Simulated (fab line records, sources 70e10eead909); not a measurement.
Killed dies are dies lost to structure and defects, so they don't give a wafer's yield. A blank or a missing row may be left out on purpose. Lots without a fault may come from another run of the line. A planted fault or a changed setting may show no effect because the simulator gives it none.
Chamber matching | flow nand_harc | NHARC_P_ZERO_WELL_DESCUM_39 on rie_diel-04: 4 sister chambers
The step chemistry O2, time 3 s. 4 wafers are shown with their chamber, then 7 later ones without.

WAFERS WITH THEIR CHAMBER
wafer  | chamber | drypump_motor_current_A (A)
L882.1 | 0       | 5.3
L889.5 | 3       | 5.6
L890.4 | 2       | 4.8
L890.5 | 1       | 6.0

WAFERS WITHOUT THEIR CHAMBER
wafer  | drypump_motor_current_A (A)
L890.6 | 4.8
L897.2 | 4.8
L897.4 | 4.9
L897.6 | 5.6
L899.2 | 5.6
L899.5 | 5.5
L899.6 | 5.3

WHICH CHAMBER EACH WENT THROUGH
wafer  | from the rows above     | in truth
L890.6 | 2                       | 2
L897.2 | 2                       | 2
L897.4 | 2                       | 2
L897.6 | 3                       | 3
L899.2 | 3                       | 3
L899.5 | can't be placed: 3 or 0 | 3
L899.6 | 0                       | 0
Placed correctly: 6 of 7. Can't be placed from these rows: 1 (the true chamber is among the candidates in 1). Placed wrongly: 0.
How it was worked out, from the rows above alone: a wafer's distance from a chamber is the root of the sum, over the readings, of the square of ((its reading less the chamber's mean) divided by the reading's scatter). The wafer belongs to the nearest chamber; if the next one is less than 2 further off, it can't be placed. A chamber's mean is the mean of its shown wafers. The scatter: with one shown wafer a chamber, the root of the mean of the squares of how far each hidden wafer lies from its nearest shown one.
